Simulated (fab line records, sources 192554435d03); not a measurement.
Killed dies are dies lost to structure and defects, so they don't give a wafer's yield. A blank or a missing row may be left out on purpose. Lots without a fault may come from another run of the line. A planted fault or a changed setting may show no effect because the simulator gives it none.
fab line records | flow n5_finfet
record lots=11 wafers=33 last_day=17
route steps=1938 shown BEOL_M15@1827 MIM_TOP@1836 MIM_TOP_LITHO@1850 MIM_TOP_ETCH@1851
lots that met no fault: from a run of the same line without faults
start_h: hours from the record's first day to the start of the lot's first wafer shown | wait_h: hours since the lot's step before | " the same as in the row above | L1.1+2: a row that stands for several wafers | - no value, or no start given | * or withheld: withheld | < > ~ a bound
route shown NAME@n: a module of which the file shows steps, and the number in the route of the first | usual: mean/standard deviation of fault-free wafers | same: alike in all rows | chamber/n: place in a boat | sites: the reading at each site | _std_site: their standard deviation | _edge_site: outer sites' mean less inner sites' | radius_mm: how far each site lies from the wafer's centre | mask NAME#n: copy n | behind: the tool/chamber that last shaped the wafer | hold: why the lot was held/for how many hours/how that ended | device: the transistor (n, p or np) that didn't switch | end of line: the same wafers' tests at the end of the route | a step without rows: its recipe alone | killed: dies lost to structure and defects at the first sort, not the wafer's yield | map: a wafer's dies, x killed, . not, _ none there
set.NAME: the setting as run; set.NAME@STEP: as run at that earlier step | model.NAME: the simulator's own value behind a step, which no gauge read
steps of the route over a sample of lots; a table a step, a row a wafer
services: from which hour (start_h, from the record's first day; less than 0 if before it) a tool's chamber was out of use, for how many hours, and why
## steps
# step N5_BEOL_M15_DEP_53
# recipe material=SiCN target_thk_a=500 temp_c=withheld precursor=3MS/NH3 pressure_torr=3 rf_w=675 time_s=17.8
# usual showerhead_plenum_p_Torr=4.144/0.017 throttle_valve_pct=18.2/1.2
# columns lot.wafer tool chamber start_h wait_h showerhead_plenum_p_Torr throttle_valve_pct
L666.2 pecvd-04 1 251.60 0.0 4.143 17.2
L666.3 " 2 " " 4.120 17.5
L666.4 " 1 " " 4.146 17.1
L667.1 pecvd-04 2 258.33 0.0 4.123 17.7
L667.2 " 1 " " 4.148 17.3
L667.3 " 1 " " 4.147 17.6
L669.3 pecvd-02 0 266.72 0.0 4.151 18.1
L669.4 " 2 " " 4.168 17.7
L669.6 " 0 " " 4.160 18.4
L670.4 pecvd-04 0 283.48 0.0 4.177 18.7
L670.5 " 2 " " 4.123 17.8
L670.6 " 1 " " 4.144 17.4
L671.2 pecvd-04 2 284.44 0.0 4.112 17.5
L671.3 " 0 " " 4.167 18.4
L671.6 " 2 " " 4.122 17.7
L673.1 pecvd-03 2 303.64 0.0 4.132 15.8
L673.2 " 0 " " 4.136 20.0
L673.6 " 0 " " 4.136 20.1
L680.1 pecvd-04 2 352.98 0.0 4.120 17.5
L680.4 " 2 " " 4.115 18.0
L680.5 " 1 " " 4.150 17.7
L683.1 pecvd-04 1 354.92 0.0 4.144 17.8
L683.4 " 0 " " 4.169 18.6
L683.5 " 2 " " 4.117 17.9
L686.1 pecvd-03 1 382.06 0.0 4.152 19.6
L686.4 " 0 " " 4.143 20.2
L686.5 " 1 " " 4.162 19.7
L685.3 pecvd-02 1 383.00 0.0 4.150 18.3
L685.5 " 0 " " 4.158 18.0
L685.6 " 2 " " 4.168 18.1
L688.1 pecvd-02 0 404.04 0.0 4.157 18.4
L688.2 " 2 " " 4.154 18.1
L688.4 " 0 " " 4.141 18.2
# step N5_MIM_TOP_ALD_02
# recipe material=Al2O3 target_thk_a=* temp_c=withheld ald_precursor_family=TMA ald_co_reactant=O3 pulse_time_s=withheld purge_time_s=3 co_reactant_purge_time_s=withheld co_reactant_pulse_time_s=3 ald_cycles=withheld
# usual precursor_pulse_height_rel=1.000/0.02
# columns lot.wafer tool chamber start_h wait_h precursor_pulse_height_rel
L666.2 ald_hk-03 1 - - 1.010
L666.3 " 0 " " 0.983
L666.4 " 3 " " 0.985
L667.1 ald_hk-02 1 - - 0.975
L667.2 " 2 " " 1.044
L667.3 " 3 " " 1.007
L669.3 ald_hk-02 3 - - 1.002
L669.4 " 2 " " 0.999
L669.6 " 1 " " 1.030
L670.4 ald_hk-02 0 - - 0.968
L670.5 " 2 " " 1.011
L670.6 " 3 " " 1.020
L671.2 ald_hk-03 3 - - 1.003
L671.3 " 2 " " 1.020
L671.6 " 2 " " 0.999
L673.1 ald_hk-02 3 - - 1.047
L673.2 " 0 " " 1.009
L673.6 " 1 " " 1.014
L680.1 ald_hk-03 3 - - 1.007
L680.4 " 1 " " 0.965
L680.5 " 1 " " 0.990
L683.1 ald_hk-03 0 - - 1.030
L683.4 " 3 " " 1.021
L683.5 " 3 " " 1.016
L686.1 ald_hk-01 0 - - 1.024
L686.4 " 1 " " 0.953
L686.5 " 2 " " 1.017
L685.3 ald_hk-03 1 - - 0.977
L685.5 " 3 " " 0.996
L685.6 " 2 " " 0.989
L688.1 ald_hk-02 3 - - 0.995
L688.2 " 0 " " 1.039
L688.4 " 2 " " 1.004
# step N5_MIM_TOP_LITHO_DESCUM_10
# recipe chemistry=O2 time_s=7.9 source_power_w=50 bias_power_w=20 pressure_mtorr=20 rf_frequency_hz=2.712e+07 temp_c=40 o2_flow_sccm=225
# usual chamber_pressure_mTorr=20.001/0.019 drypump_motor_current_A=5.5/0.33 oes_product_au=0.81/0.067 rf_vpp_V=243.3/1.5 showerhead_plenum_p_Torr=2.10/0.07 throttle_valve_pct=20.40/0.29
# columns lot.wafer tool chamber start_h wait_h chamber_pressure_mTorr drypump_motor_current_A oes_product_au rf_hours_counter_h rf_vpp_V showerhead_plenum_p_Torr throttle_valve_pct
L666.2 rie_diel-03 0 255.38 0.0 19.999 5.1 0.83 72 243.6 2.04 20.52
L666.3 " 1 " " 19.984 5.6 0.92 10 242.5 2.07 20.19
L666.4 " 2 " " 20.027 5.7 0.84 58 244.6 2.21 20.06
L667.1 rie_diel-03 2 262.94 0.0 20.016 5.7 0.84 60 246.3 2.21 20.05
L667.2 " 1 " " 19.993 5.6 0.92 12 244.0 2.06 20.18
L667.3 " 3 " " 19.995 5.7 0.91 30 243.8 2.13 20.64
L669.3 rie_diel-03 3 270.54 0.0 19.981 5.7 0.92 32 242.6 2.13 20.63
L669.4 " 0 " " 20.017 5.1 0.82 77 244.1 2.04 20.55
L669.6 " 3 " " 19.980 5.7 0.91 - 243.4 2.13 20.64
L670.4 rie_diel-06 2 288.57 0.1 19.995 5.0 0.78 - 242.7 2.01 20.60
L670.5 " 3 " " 20.014 6.5 0.69 - 243.8 2.14 20.58
L670.6 " 1 " " 20.030 5.3 0.73 - 242.3 2.00 20.80
L671.2 rie_diel-06 3 288.80 0.2 20.010 6.5 0.69 242 244.1 2.14 20.59
L671.3 " 2 " " 19.994 4.9 0.78 128 240.9 2.01 20.59
L671.6 " 2 " " 19.977 4.9 0.78 - 241.3 2.01 20.59
L673.1 rie_diel-03 0 310.89 0.1 19.956 5.0 0.81 92 241.2 2.03 20.58
L673.2 " 1 " " 20.003 5.6 0.88 31 243.2 2.06 20.22
L673.6 " 1 " " 20.003 5.6 0.88 - 243.0 2.06 20.21
L680.1 rie_diel-06 2 360.38 0.0 20.001 5.0 0.75 158 242.0 2.00 20.65
L680.4 " 1 " " 20.017 5.3 0.71 205 241.5 1.99 20.85
L680.5 " 1 " " 20.027 5.3 0.70 - 240.9 1.99 20.86
L683.1 rie_diel-04 1 360.88 0.0 20.027 5.8 0.84 65 244.0 2.12 20.31
L683.4 " 3 " " 20.001 5.5 0.81 97 242.7 2.11 19.99
L683.5 " 1 " " 20.008 5.7 0.83 - 243.6 2.12 20.31
L686.1 rie_diel-03 0 387.55 0.1 20.030 5.1 0.79 118 242.7 2.02 20.60
L686.4 " 1 " " 20.017 5.5 0.85 54 241.6 2.05 20.25
L686.5 " 0 " " 19.991 5.1 0.77 - 241.6 2.03 20.61
L685.3 rie_diel-03 1 387.84 0.1 19.978 5.6 0.85 54 241.8 2.05 20.27
L685.5 " 1 " " 20.019 5.5 0.85 - 244.8 2.05 20.25
L685.6 " 2 " " 20.004 5.7 0.79 - 246.0 2.20 20.11
L688.1 rie_diel-03 2 408.76 0.0 20.005 5.7 0.79 107 245.1 2.20 20.13
L688.2 " 1 " " 20.009 5.5 0.84 62 243.1 2.05 20.26
L688.4 " 2 " " 20.005 5.7 0.79 - 246.6 2.19 20.11
# step N5_MIM_TOP_ETCH_ETCH_00
# recipe chemistry=Cl2/BCl3 target=TiN target_depth_a=385 ion_energy_ev=150 pressure_mtorr=10 icp_w=1000 bias_w=126 Cl2_flow_sccm=53.25 bcl3_flow_sccm=21.75 Ar_flow_sccm=25
# usual chamber_pressure_mTorr=10.001/0.0091 drypump_motor_current_A=5.7/0.56 oes_product_au=0.83/0.076 throttle_valve_pct=22.53/0.18
# columns lot.wafer tool chamber start_h wait_h chamber_pressure_mTorr drypump_motor_current_A oes_product_au rf_hours_counter_h throttle_valve_pct
L666.2 rie_metal-03 0 255.47 0.1 10.021 5.5 0.92 2 22.21
L666.3 " 0 " " 9.998 5.5 0.92 - 22.21
L666.4 " 1 " " 9.996 6.2 0.91 - 22.76
L667.1 rie_metal-03 1 263.02 0.1 10.002 6.1 0.90 9 22.78
L667.2 " 0 " " 9.995 5.5 0.92 3 22.20
L667.3 " 0 " " 10.005 5.5 0.92 - 22.20
L669.3 rie_metal-03 1 270.67 0.1 9.997 6.2 0.90 - 22.78
L669.4 " 0 " " 10.000 5.5 0.90 - 22.22
L669.6 " 1 " " 9.997 6.1 0.90 - 22.77
L670.4 rie_metal-03 0 288.66 0.1 10.010 5.5 1.27 - 22.15
L670.5 " 1 " " 9.996 6.1 0.88 - 22.80
L670.6 " 0 " " 9.987 5.5 1.28 - 22.18
L671.2 rie_metal-03 1 288.89 0.1 10.010 6.2 0.88 13 22.78
L671.3 " 1 " " 9.994 6.1 0.89 - 22.81
L671.6 " 0 " " 10.007 5.5 1.28 - 22.15
L673.1 rie_metal-03 0 310.98 0.1 9.994 5.5 1.24 8 22.17
L673.2 " 1 " " 10.005 6.1 0.88 15 22.78
L673.6 " 1 " " 9.997 6.1 0.87 - 22.81
L680.1 rie_metal-02 1 360.47 0.1 9.989 6.0 0.85 18 22.57
L680.4 " 0 " " 10.016 4.8 0.76 - 22.58
L680.5 " 0 " " 10.012 4.8 0.77 - 22.59
L683.1 rie_metal-01 1 360.97 0.1 9.994 5.2 0.76 50 22.40
L683.4 " 0 " " 9.998 6.4 0.96 - 22.43
L683.5 " 0 " " 10.011 6.5 0.95 - 22.46
L686.1 rie_metal-03 1 387.63 0.1 10.005 6.1 0.84 20 22.81
L686.4 " 1 " " 9.994 6.1 0.84 - 22.80
L686.5 " 0 " " 10.017 5.5 0.84 - 22.24
L685.3 rie_metal-01 0 387.97 0.1 9.986 6.5 0.91 - 22.45
L685.5 " 1 " " 10.000 5.2 0.76 - 22.42
L685.6 " 0 " " 10.008 6.5 0.92 - 22.44
L688.1 rie_metal-02 1 408.85 0.1 10.007 6.0 0.83 23 22.59
L688.2 " 0 " " 10.009 4.9 0.75 55 22.60
L688.4 " 0 " " 9.994 4.8 0.75 - 22.60
## services
# columns tool chamber start_h hours kind
rie_metal-03 - 230.48 1.4 pm
ald_hk-03 - 231.75 0.9 repair
rie_metal-02 - 233.69 2.8 pm
rie_metal-02 0 249.11 16.4 repair
rie_metal-01 0 249.94 7.1 repair
pecvd-02 0 253.33 6.3 repair
pecvd-04 0 254.36 4.9 repair
ald_hk-03 - 273.37 8.7 pm
rie_diel-03 2 276.78 12.1 repair
rie_metal-03 0 285.62 1.4 repair
rie_metal-03 - 296.71 2.8 pm
ald_hk-03 - 314.29 0.2 repair
pecvd-02 - 316.35 6.0 pm
ald_hk-02 - 320.14 3.3 repair
rie_metal-03 1 329.18 5.2 repair
rie_diel-03 1 329.69 7.5 repair
rie_diel-03 3 332.74 11.1 repair
rie_diel-06 0 338.64 15.8 repair
pecvd-02 1 339.08 4.0 repair
rie_diel-03 - 344.70 2.8 pm
ald_hk-02 - 345.94 1.2 pm
pecvd-02 1 355.91 9.4 repair
rie_diel-03 2 362.19 4.5 repair
rie_diel-03 0 407.62 12.5 repair
## key
first_sign step=N5_MIM_TOP_ETCH_ETCH_00 reading=oes_product_au direction=up sigmas=5.8 usual=0.83 struck=1.27
effect none on later readings
met_at N5_MIM_TOP_ETCH_ETCH_00
struck_lots L670,L671,L673
struck_wafers L670.4,L670.6,L671.6,L673.1
not_acting_at N5_BEOL_M15_DEP_53,N5_MIM_TOP_ALD_02,N5_MIM_TOP_LITHO_DESCUM_10
onset_between 270.67 288.66
fault kind=process_parameter_drift tool=rie_metal-03 chamber=0 onset_h=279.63 steps=N5_MIM_TOP_ETCH_ETCH_00 channel=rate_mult offset=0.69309 shape=step end_h=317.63
